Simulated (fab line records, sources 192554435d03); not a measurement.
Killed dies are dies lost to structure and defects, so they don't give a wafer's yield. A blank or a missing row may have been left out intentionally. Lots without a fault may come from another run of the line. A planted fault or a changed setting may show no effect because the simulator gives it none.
What tool caused it? :: flow n5_finfet :: 72 wafers from 24 lots sampled at 6 of the route's 1938 steps

## WHAT EACH GAUGE READ, for each wafer
N5_BEOL_M4_INSPECT_13: inspects for defects (brightfield). Usual: 435 for raw_defect_count, sd 95.
lot: L074
measured: day 7 09:53
on: defect_inspect-02
raw_defect_count: 329 308 428
flag: 

lot: L075
measured: day 7 23:06
on: defect_inspect-01
raw_defect_count: 296 537 379
flag: 

lot: L076
measured: day 8 01:45
on: defect_inspect-01
raw_defect_count: 492 497 406
flag: 

lot: L077
measured: day 8 03:07
on: defect_inspect-02
raw_defect_count: 391 349 512
flag: 

lot: L078
measured: day 8 15:09
on: defect_inspect-02
raw_defect_count: 367 503 561
flag: 

lot: L079
measured: day 8 16:02
on: defect_inspect-01
raw_defect_count: 621 452 516
flag: 

lot: L080
measured: day 9 05:49
on: defect_inspect-01
raw_defect_count: 330 361 408
flag: 

lot: L081
measured: day 9 08:40
on: defect_inspect-02
raw_defect_count: 306 362 352
flag: 

lot: L082
measured: day 9 10:31
on: defect_inspect-01
raw_defect_count: 372 523 403
flag: 

lot: L083
measured: day 9 15:01
on: defect_inspect-02
raw_defect_count: 412 502 576
flag: 

lot: L084
measured: day 9 20:53
on: defect_inspect-01
raw_defect_count: 378 356 416
flag: 

lot: L085
measured: day 9 21:18
on: defect_inspect-02
raw_defect_count: 460 497 516
flag: 

lot: L086
measured: day 10 21:23
on: defect_inspect-01
raw_defect_count: 431 467 462
flag: 

lot: L089
measured: day 11 04:19
on: defect_inspect-01
raw_defect_count: 685 534 513
flag: 

lot: L087
measured: day 11 04:22
on: defect_inspect-01
raw_defect_count: 324 388 608
flag: 

lot: L088
measured: day 11 16:46
on: defect_inspect-01
raw_defect_count: 393 403 294
flag: 

lot: L091
measured: day 11 19:40
on: defect_inspect-01
raw_defect_count: 438 291 370
flag: 

lot: L090
measured: day 11 21:33
on: defect_inspect-01
raw_defect_count: 351 313 344
flag: 

lot: L092
measured: day 12 04:35
on: defect_inspect-02
raw_defect_count: 431 458 468
flag: 

lot: L093
measured: day 12 09:47
on: defect_inspect-02
raw_defect_count: 488 612 457
flag: 

lot: L094
measured: day 13 07:48
on: defect_inspect-02
raw_defect_count: 411 470 396
flag: 

lot: L096
measured: day 13 18:31
on: defect_inspect-02
raw_defect_count: 411 392 296
flag: 

lot: L097
measured: day 14 01:02
on: defect_inspect-01
raw_defect_count: 511 574 384
flag: 

lot: L095
measured: day 14 13:29
on: defect_inspect-01
raw_defect_count: 397 460 391
flag: 

N5_BEOL_M4_OVL_MEAS_29. Usual: V3_OVL 0.1 nm, standard deviation 0.63.
lot: L074
measured: day 7 12:35
on: overlay-01
V3_OVL (nm): 0.1 0.2 0.2
flag: 

lot: L075
measured: day 8 00:01
on: overlay-02
V3_OVL (nm): -0.9 -0.7 -0.7
flag: 

lot: L076
measured: day 8 02:47
on: overlay-01
V3_OVL (nm): 0.4 0.4 0.5
flag: 

lot: L077
measured: day 8 03:56
on: overlay-01
V3_OVL (nm): -0.1 -0.5 0.2
flag: 

lot: L078
measured: day 8 16:34
on: overlay-02
V3_OVL (nm): 0.3 0.6 0.4
flag: 

lot: L079
measured: day 8 17:25
on: overlay-01
V3_OVL (nm): 0.2 -0.3 -1.1
flag: 

lot: L080
measured: day 9 06:40
on: overlay-02
V3_OVL (nm): -0.2 0.5 0.4
flag: 

lot: L081
measured: day 9 09:44
on: overlay-01
V3_OVL (nm): 0.3 0.7 0.5
flag: 

lot: L082
measured: day 9 11:20
on: overlay-01
V3_OVL (nm): 0.7 -0.1 0.1
flag: 

lot: L083
measured: day 9 15:58
on: overlay-02
V3_OVL (nm): -0.7 -1.3 0.0
flag: 

lot: L084
measured: day 9 22:02
on: overlay-02
V3_OVL (nm): 0.0 -0.6 0.3
flag: 

lot: L085
measured: day 9 22:18
on: overlay-02
V3_OVL (nm): 0.8 0.6 0.8
flag: 

lot: L086
measured: day 10 22:33
on: overlay-01
V3_OVL (nm): -0.7 -0.8 -0.8
flag: 

lot: L089
measured: day 11 05:08
on: overlay-01
V3_OVL (nm): -0.1 0.1 0.3
flag: 

lot: L087
measured: day 11 05:13
on: overlay-01
V3_OVL (nm): -0.3 -0.1 0.6
flag: 

lot: L088
measured: day 11 17:35
on: overlay-01
V3_OVL (nm): -0.2 -0.4 0.2
flag: 

lot: L091
measured: day 11 20:31
on: overlay-01
V3_OVL (nm): 0.1 -0.6 -0.7
flag: 

lot: L090
measured: day 11 22:22
on: overlay-01
V3_OVL (nm): 0.7 0.2 0.8
flag: 

lot: L092
measured: day 12 05:34
on: overlay-01
V3_OVL (nm): 0.3 0.2 0.6
flag: 

lot: L093
measured: day 12 11:04
on: overlay-02
V3_OVL (nm): -0.3 -0.6 -0.1
flag: 

lot: L094
measured: day 13 08:37
on: overlay-01
V3_OVL (nm): -0.3 0.6 -0.1
flag: 

lot: L096
measured: day 13 19:24
on: overlay-01
V3_OVL (nm): 0.5 -0.2 0.5
flag: 

lot: L097
measured: day 14 02:14
on: overlay-02
V3_OVL (nm): 0.6 1.2 0.5
flag: 

lot: L095
measured: day 14 14:22
on: overlay-02
V3_OVL (nm): 0.7 0.1 0.5
flag: 

## WHICH TOOL RAN EACH LOT (tool, then ch and the chambers of the sampled wafers, then the start)
lot: L074
N5_BEOL_M3_ANNEAL_80: pvd_sputter-03, day 7 05:05
N5_BEOL_M3_SPUTTER_88: pvd_sputter-03, day 7 05:40
N5_BEOL_M3_SPUTTER_94: pvd_sputter-03, day 7 06:19
N5_BEOL_M4_HM_OPEN_17: rie_metal-01 ch 1, day 7 11:49

lot: L075
N5_BEOL_M3_ANNEAL_80: pvd_sputter-01, day 7 15:04
N5_BEOL_M3_SPUTTER_88: pvd_sputter-01, day 7 15:38
N5_BEOL_M3_SPUTTER_94: pvd_sputter-01, day 7 16:18
N5_BEOL_M4_HM_OPEN_17: rie_metal-03 ch 0, day 7 23:23

lot: L076
N5_BEOL_M3_ANNEAL_80: pvd_sputter-01, day 7 16:54
N5_BEOL_M3_SPUTTER_88: pvd_sputter-01, day 7 17:29
N5_BEOL_M3_SPUTTER_94: pvd_sputter-01, day 7 18:08
N5_BEOL_M4_HM_OPEN_17: rie_metal-01 ch 1, day 8 02:02

lot: L077
N5_BEOL_M3_ANNEAL_80: pvd_sputter-02, day 7 18:26
N5_BEOL_M3_SPUTTER_88: pvd_sputter-02, day 7 19:01
N5_BEOL_M3_SPUTTER_94: pvd_sputter-02, day 7 19:40
N5_BEOL_M4_HM_OPEN_17: rie_metal-02 ch 0,1, day 8 03:24

lot: L078
N5_BEOL_M3_ANNEAL_80: pvd_sputter-03, day 8 06:57
N5_BEOL_M3_SPUTTER_88: pvd_sputter-03, day 8 07:32
N5_BEOL_M3_SPUTTER_94: pvd_sputter-03, day 8 08:11
N5_BEOL_M4_HM_OPEN_17: rie_metal-02 ch 0, day 8 15:58

lot: L079
N5_BEOL_M3_ANNEAL_80: pvd_sputter-01, day 8 09:49
N5_BEOL_M3_SPUTTER_88: pvd_sputter-01, day 8 10:23
N5_BEOL_M3_SPUTTER_94: pvd_sputter-01, day 8 11:03
N5_BEOL_M4_HM_OPEN_17: rie_metal-02 ch 0,1, day 8 16:44

lot: L080
N5_BEOL_M3_ANNEAL_80: pvd_sputter-02, day 9 01:46
N5_BEOL_M3_SPUTTER_88: pvd_sputter-02, day 9 02:21
N5_BEOL_M3_SPUTTER_94: pvd_sputter-02, day 9 03:01
N5_BEOL_M4_HM_OPEN_17: rie_metal-02 ch 0,1, day 9 06:07

lot: L081
N5_BEOL_M3_ANNEAL_80: pvd_sputter-01, day 9 03:35
N5_BEOL_M3_SPUTTER_88: pvd_sputter-01, day 9 04:10
N5_BEOL_M3_SPUTTER_94: pvd_sputter-01, day 9 04:50
N5_BEOL_M4_HM_OPEN_17: rie_metal-02 ch 0,1, day 9 09:02

lot: L082
N5_BEOL_M3_ANNEAL_80: pvd_sputter-03, day 9 06:45
N5_BEOL_M3_SPUTTER_88: pvd_sputter-03, day 9 07:20
N5_BEOL_M3_SPUTTER_94: pvd_sputter-03, day 9 07:59
N5_BEOL_M4_HM_OPEN_17: rie_metal-02 ch 0,1, day 9 10:48

lot: L083
N5_BEOL_M3_ANNEAL_80: pvd_sputter-03, day 9 10:44
N5_BEOL_M3_SPUTTER_88: pvd_sputter-03, day 9 11:19
N5_BEOL_M3_SPUTTER_94: pvd_sputter-03, day 9 11:58
N5_BEOL_M4_HM_OPEN_17: rie_metal-02 ch 0,1, day 9 15:18

lot: L084
N5_BEOL_M3_ANNEAL_80: pvd_sputter-01, day 9 15:31
N5_BEOL_M3_SPUTTER_88: pvd_sputter-01, day 9 16:05
N5_BEOL_M3_SPUTTER_94: pvd_sputter-01, day 9 16:45
N5_BEOL_M4_HM_OPEN_17: rie_metal-01 ch 0,1, day 9 21:22

lot: L085
N5_BEOL_M3_ANNEAL_80: pvd_sputter-02, day 9 16:17
N5_BEOL_M3_SPUTTER_88: pvd_sputter-02, day 9 16:52
N5_BEOL_M3_SPUTTER_94: pvd_sputter-02, day 9 17:31
N5_BEOL_M4_HM_OPEN_17: rie_metal-01 ch 0, day 9 21:38

lot: L086
N5_BEOL_M3_ANNEAL_80: pvd_sputter-02, day 10 17:13
N5_BEOL_M3_SPUTTER_88: pvd_sputter-02, day 10 17:47
N5_BEOL_M3_SPUTTER_94: pvd_sputter-02, day 10 18:27
N5_BEOL_M4_HM_OPEN_17: rie_metal-03 ch 0,1, day 10 21:52

lot: L089
N5_BEOL_M3_ANNEAL_80: pvd_sputter-01, day 11 00:49
N5_BEOL_M3_SPUTTER_88: pvd_sputter-01, day 11 01:23
N5_BEOL_M3_SPUTTER_94: pvd_sputter-01, day 11 02:03
N5_BEOL_M4_HM_OPEN_17: rie_metal-01 ch 0,1, day 11 04:37

lot: L087
N5_BEOL_M3_ANNEAL_80: pvd_sputter-02, day 11 01:05
N5_BEOL_M3_SPUTTER_88: pvd_sputter-02, day 11 01:40
N5_BEOL_M3_SPUTTER_94: pvd_sputter-02, day 11 02:20
N5_BEOL_M4_HM_OPEN_17: rie_metal-03 ch 0,1, day 11 04:41

lot: L088
N5_BEOL_M3_ANNEAL_80: pvd_sputter-03, day 11 12:29
N5_BEOL_M3_SPUTTER_88: pvd_sputter-03, day 11 13:04
N5_BEOL_M3_SPUTTER_94: pvd_sputter-03, day 11 13:44
N5_BEOL_M4_HM_OPEN_17: rie_metal-01 ch 0, day 11 17:02

lot: L091
N5_BEOL_M3_ANNEAL_80: pvd_sputter-03, day 11 14:27
N5_BEOL_M3_SPUTTER_88: pvd_sputter-03, day 11 15:02
N5_BEOL_M3_SPUTTER_94: pvd_sputter-03, day 11 15:41
N5_BEOL_M4_HM_OPEN_17: rie_metal-02 ch 0,1, day 11 19:57

lot: L090
N5_BEOL_M3_ANNEAL_80: pvd_sputter-01, day 11 17:32
N5_BEOL_M3_SPUTTER_88: pvd_sputter-01, day 11 18:07
N5_BEOL_M3_SPUTTER_94: pvd_sputter-01, day 11 18:46
N5_BEOL_M4_HM_OPEN_17: rie_metal-01 ch 0,1, day 11 21:50

lot: L092
N5_BEOL_M3_ANNEAL_80: pvd_sputter-01, day 12 00:04
N5_BEOL_M3_SPUTTER_88: pvd_sputter-01, day 12 00:39
N5_BEOL_M3_SPUTTER_94: pvd_sputter-01, day 12 01:19
N5_BEOL_M4_HM_OPEN_17: rie_metal-01 ch 0,1, day 12 04:58

lot: L093
N5_BEOL_M3_ANNEAL_80: pvd_sputter-03, day 12 06:21
N5_BEOL_M3_SPUTTER_88: pvd_sputter-03, day 12 06:56
N5_BEOL_M3_SPUTTER_94: pvd_sputter-03, day 12 07:35
N5_BEOL_M4_HM_OPEN_17: rie_metal-03 ch 0,1, day 12 10:32

lot: L094
N5_BEOL_M3_ANNEAL_80: pvd_sputter-01, day 13 04:11
N5_BEOL_M3_SPUTTER_88: pvd_sputter-01, day 13 04:46
N5_BEOL_M3_SPUTTER_94: pvd_sputter-01, day 13 05:25
N5_BEOL_M4_HM_OPEN_17: rie_metal-02 ch 1, day 13 08:05

lot: L096
N5_BEOL_M3_ANNEAL_80: pvd_sputter-03, day 13 12:22
N5_BEOL_M3_SPUTTER_88: pvd_sputter-03, day 13 12:56
N5_BEOL_M3_SPUTTER_94: pvd_sputter-03, day 13 13:36
N5_BEOL_M4_HM_OPEN_17: rie_metal-03 ch 0,1, day 13 18:52

lot: L097
N5_BEOL_M3_ANNEAL_80: pvd_sputter-02, day 13 20:24
N5_BEOL_M3_SPUTTER_88: pvd_sputter-02, day 13 20:59
N5_BEOL_M3_SPUTTER_94: pvd_sputter-02, day 13 21:38
N5_BEOL_M4_HM_OPEN_17: rie_metal-03 ch 0,1, day 14 01:35

lot: L095
N5_BEOL_M3_ANNEAL_80: pvd_sputter-03, day 14 10:05
N5_BEOL_M3_SPUTTER_88: pvd_sputter-03, day 14 10:40
N5_BEOL_M3_SPUTTER_94: pvd_sputter-03, day 14 11:19
N5_BEOL_M4_HM_OPEN_17: rie_metal-01 ch 0,1, day 14 13:50
- N5_BEOL_M3_ANNEAL_80: time 240 s.
- N5_BEOL_M3_SPUTTER_88: material Cu, target thk 4.5 nm, time 8.29 s.
- N5_BEOL_M3_SPUTTER_94: material Cu, target thk 4.5 nm, time 8.29 s.
- N5_BEOL_M4_HM_OPEN_17: chemistry Cl2/BCl3, target TiN, target depth 20 nm, overetch 6 nm.

## AS READ BY THE TOOLS THEMSELVES (means over the sampled wafers that have a number; for cases with no such wafer, the mark the record gives instead)
N5_BEOL_M3_ANNEAL_80. Usual: 840 W for heater_power_w, sd 75.
lot: L074
tool: pvd_sputter-03
heater_power_w (W): 890
flag: 

lot: L075
tool: pvd_sputter-01
heater_power_w (W): 787
flag: 

lot: L076
tool: pvd_sputter-01
heater_power_w (W): 804
flag: 

lot: L077
tool: pvd_sputter-02
heater_power_w (W): 776
flag: 

lot: L078
tool: pvd_sputter-03
heater_power_w (W): 884
flag: 

lot: L079
tool: pvd_sputter-01
heater_power_w (W): 788
flag: 

lot: L080
tool: pvd_sputter-02
heater_power_w (W): 791
flag: 

lot: L081
tool: pvd_sputter-01
heater_power_w (W): 808
flag: 

lot: L082
tool: pvd_sputter-03
heater_power_w (W): 907
flag: 

lot: L083
tool: pvd_sputter-03
heater_power_w (W): 979
flag: 

lot: L084
tool: pvd_sputter-01
heater_power_w (W): 786
flag: 

lot: L085
tool: pvd_sputter-02
heater_power_w (W): 831
flag: 

lot: L086
tool: pvd_sputter-02
heater_power_w (W): 822
flag: 

lot: L089
tool: pvd_sputter-01
heater_power_w (W): 802
flag: 

lot: L087
tool: pvd_sputter-02
heater_power_w (W): 792
flag: 

lot: L088
tool: pvd_sputter-03
heater_power_w (W): 921
flag: 

lot: L091
tool: pvd_sputter-03
heater_power_w (W): 938
flag: 

lot: L090
tool: pvd_sputter-01
heater_power_w (W): 812
flag: 

lot: L092
tool: pvd_sputter-01
heater_power_w (W): 798
flag: 

lot: L093
tool: pvd_sputter-03
heater_power_w (W): 981
flag: 

lot: L094
tool: pvd_sputter-01
heater_power_w (W): 802
flag: 

lot: L096
tool: pvd_sputter-03
heater_power_w (W): 950
flag: 

lot: L097
tool: pvd_sputter-02
heater_power_w (W): 867
flag: 

lot: L095
tool: pvd_sputter-03
heater_power_w (W): 864
flag: 

N5_BEOL_M3_SPUTTER_88. Usual: 30.3 % for throttle_valve_pct, sd 1.4.
lot: L074
tool: pvd_sputter-03
throttle_valve_pct (%): 28.6
flag: 

lot: L075
tool: pvd_sputter-01
throttle_valve_pct (%): 31.5
flag: 

lot: L076
tool: pvd_sputter-01
throttle_valve_pct (%): 32.0
flag: 

lot: L077
tool: pvd_sputter-02
throttle_valve_pct (%): 30.8
flag: 

lot: L078
tool: pvd_sputter-03
throttle_valve_pct (%): 28.9
flag: 

lot: L079
tool: pvd_sputter-01
throttle_valve_pct (%): 31.7
flag: 

lot: L080
tool: pvd_sputter-02
throttle_valve_pct (%): 31.3
flag: 

lot: L081
tool: pvd_sputter-01
throttle_valve_pct (%): 31.7
flag: 

lot: L082
tool: pvd_sputter-03
throttle_valve_pct (%): 28.5
flag: 

lot: L083
tool: pvd_sputter-03
throttle_valve_pct (%): 28.0
flag: 

lot: L084
tool: pvd_sputter-01
throttle_valve_pct (%): 31.5
flag: 

lot: L085
tool: pvd_sputter-02
throttle_valve_pct (%): 30.2
flag: 

lot: L086
tool: pvd_sputter-02
throttle_valve_pct (%): 30.1
flag: 

lot: L089
tool: pvd_sputter-01
throttle_valve_pct (%): 31.3
flag: 

lot: L087
tool: pvd_sputter-02
throttle_valve_pct (%): 30.8
flag: 

lot: L088
tool: pvd_sputter-03
throttle_valve_pct (%): 29.1
flag: 

lot: L091
tool: pvd_sputter-03
throttle_valve_pct (%): 29.0
flag: 

lot: L090
tool: pvd_sputter-01
throttle_valve_pct (%): 31.1
flag: 

lot: L092
tool: pvd_sputter-01
throttle_valve_pct (%): 32.0
flag: 

lot: L093
tool: pvd_sputter-03
throttle_valve_pct (%): 28.3
flag: 

lot: L094
tool: pvd_sputter-01
throttle_valve_pct (%): 31.1
flag: 

lot: L096
tool: pvd_sputter-03
throttle_valve_pct (%): 28.4
flag: 

lot: L097
tool: pvd_sputter-02
throttle_valve_pct (%): 30.1
flag: 

lot: L095
tool: pvd_sputter-03
throttle_valve_pct (%): 29.5
flag: 

N5_BEOL_M3_SPUTTER_94. Usual: 30.3 % for throttle_valve_pct, sd 1.4.
lot: L074
tool: pvd_sputter-03
throttle_valve_pct (%): 28.7
flag: 

lot: L075
tool: pvd_sputter-01
throttle_valve_pct (%): 31.6
flag: 

lot: L076
tool: pvd_sputter-01
throttle_valve_pct (%): 32.0
flag: 

lot: L077
tool: pvd_sputter-02
throttle_valve_pct (%): 30.6
flag: 

lot: L078
tool: pvd_sputter-03
throttle_valve_pct (%): 29.2
flag: 

lot: L079
tool: pvd_sputter-01
throttle_valve_pct (%): 31.5
flag: 

lot: L080
tool: pvd_sputter-02
throttle_valve_pct (%): 31.3
flag: 

lot: L081
tool: pvd_sputter-01
throttle_valve_pct (%): 31.5
flag: 

lot: L082
tool: pvd_sputter-03
throttle_valve_pct (%): 28.6
flag: 

lot: L083
tool: pvd_sputter-03
throttle_valve_pct (%): 28.2
flag: 

lot: L084
tool: pvd_sputter-01
throttle_valve_pct (%): 31.4
flag: 

lot: L085
tool: pvd_sputter-02
throttle_valve_pct (%): 30.1
flag: 

lot: L086
tool: pvd_sputter-02
throttle_valve_pct (%): 30.2
flag: 

lot: L089
tool: pvd_sputter-01
throttle_valve_pct (%): 31.1
flag: 

lot: L087
tool: pvd_sputter-02
throttle_valve_pct (%): 30.9
flag: 

lot: L088
tool: pvd_sputter-03
throttle_valve_pct (%): 29.1
flag: 

lot: L091
tool: pvd_sputter-03
throttle_valve_pct (%): 29.1
flag: 

lot: L090
tool: pvd_sputter-01
throttle_valve_pct (%): 31.3
flag: 

lot: L092
tool: pvd_sputter-01
throttle_valve_pct (%): 31.9
flag: 

lot: L093
tool: pvd_sputter-03
throttle_valve_pct (%): 28.1
flag: 

lot: L094
tool: pvd_sputter-01
throttle_valve_pct (%): 31.2
flag: 

lot: L096
tool: pvd_sputter-03
throttle_valve_pct (%): 28.4
flag: 

lot: L097
tool: pvd_sputter-02
throttle_valve_pct (%): 30.1
flag: 

lot: L095
tool: pvd_sputter-03
throttle_valve_pct (%): 29.4
flag: 

N5_BEOL_M4_HM_OPEN_17. Usual: drypump_motor_current_A 6.04 A, standard deviation 0.28; oes_product_au 0.68 a.u., standard deviation 0.088; throttle_valve_pct 22.01 %, standard deviation 0.14.
lot: L074
tool: rie_metal-01
drypump_motor_current_A (A): 6.42
oes_product_au (a.u.): 0.62
throttle_valve_pct (%): 21.86
flag: 

lot: L075
tool: rie_metal-03
drypump_motor_current_A (A): 5.86
oes_product_au (a.u.): 0.72
throttle_valve_pct (%): 22.27
flag: 

lot: L076
tool: rie_metal-01
drypump_motor_current_A (A): 6.39
oes_product_au (a.u.): 0.61
throttle_valve_pct (%): 21.87
flag: 

lot: L077
tool: rie_metal-02
drypump_motor_current_A (A): 6.09
oes_product_au (a.u.): 0.63
throttle_valve_pct (%): 21.97
flag: 

lot: L078
tool: rie_metal-02
drypump_motor_current_A (A): 5.65
oes_product_au (a.u.): 0.78
throttle_valve_pct (%): 22.08
flag: 

lot: L079
tool: rie_metal-02
drypump_motor_current_A (A): 5.83
oes_product_au (a.u.): 0.71
throttle_valve_pct (%): 22.04
flag: 

lot: L080
tool: rie_metal-02
drypump_motor_current_A (A): 5.85
oes_product_au (a.u.): 0.71
throttle_valve_pct (%): 22.02
flag: 

lot: L081
tool: rie_metal-02
drypump_motor_current_A (A): 6.05
oes_product_au (a.u.): 0.64
throttle_valve_pct (%): 21.96
flag: 

lot: L082
tool: rie_metal-02
drypump_motor_current_A (A): 6.08
oes_product_au (a.u.): 0.63
throttle_valve_pct (%): 21.97
flag: 

lot: L083
tool: rie_metal-02
drypump_motor_current_A (A): 5.84
oes_product_au (a.u.): 0.71
throttle_valve_pct (%): 22.03
flag: 

lot: L084
tool: rie_metal-01
drypump_motor_current_A (A): 6.26
oes_product_au (a.u.): 0.67
throttle_valve_pct (%): 21.93
flag: 

lot: L085
tool: rie_metal-01
drypump_motor_current_A (A): 5.96
oes_product_au (a.u.): 0.81
throttle_valve_pct (%): 22.03
flag: 

lot: L086
tool: rie_metal-03
drypump_motor_current_A (A): 5.87
oes_product_au (a.u.): 0.72
throttle_valve_pct (%): 22.17
flag: 

lot: L089
tool: rie_metal-01
drypump_motor_current_A (A): 6.10
oes_product_au (a.u.): 0.73
throttle_valve_pct (%): 21.98
flag: 

lot: L087
tool: rie_metal-03
drypump_motor_current_A (A): 5.93
oes_product_au (a.u.): 0.74
throttle_valve_pct (%): 22.06
flag: 

lot: L088
tool: rie_metal-01
drypump_motor_current_A (A): 5.94
oes_product_au (a.u.): 0.79
throttle_valve_pct (%): 22.03
flag: 

lot: L091
tool: rie_metal-02
drypump_motor_current_A (A): 5.87
oes_product_au (a.u.): 0.67
throttle_valve_pct (%): 22.06
flag: 

lot: L090
tool: rie_metal-01
drypump_motor_current_A (A): 6.07
oes_product_au (a.u.): 0.72
throttle_valve_pct (%): 21.97
flag: 

lot: L092
tool: rie_metal-01
drypump_motor_current_A (A): 6.09
oes_product_au (a.u.): 0.72
throttle_valve_pct (%): 21.99
flag: 

lot: L093
tool: rie_metal-03
drypump_motor_current_A (A): 5.90
oes_product_au (a.u.): 0.71
throttle_valve_pct (%): 22.19
flag: 

lot: L094
tool: rie_metal-02
drypump_motor_current_A (A): 6.29
oes_product_au (a.u.): 0.56
throttle_valve_pct (%): 21.91
flag: 

lot: L096
tool: rie_metal-03
drypump_motor_current_A (A): 5.87
oes_product_au (a.u.): 0.71
throttle_valve_pct (%): 22.17
flag: 

lot: L097
tool: rie_metal-03
drypump_motor_current_A (A): 5.89
oes_product_au (a.u.): 0.70
throttle_valve_pct (%): 22.18
flag: 

lot: L095
tool: rie_metal-01
drypump_motor_current_A (A): 6.10
oes_product_au (a.u.): 0.70
throttle_valve_pct (%): 22.00
flag: 

## THE ANSWER, worked out from the rows above alone
Rule: a lot is off if the mean of its wafers that have a number lies more than 3 standard deviations from the usual mean. Also off: a lot with no number at a reading for which 4 or more lots have one. Any other lot the step has rows for is counted as sound. First the gauges in route order, then the tools' own readings, where a lot's mean is used as printed above. At the first step where some lot is off, the reading lying furthest off is the one used; lots without a number count as furthest.
No lot is off at any reading shown: from this, nothing can be told.

## WHAT HAD BEEN PUT IN BY THE SIMULATOR
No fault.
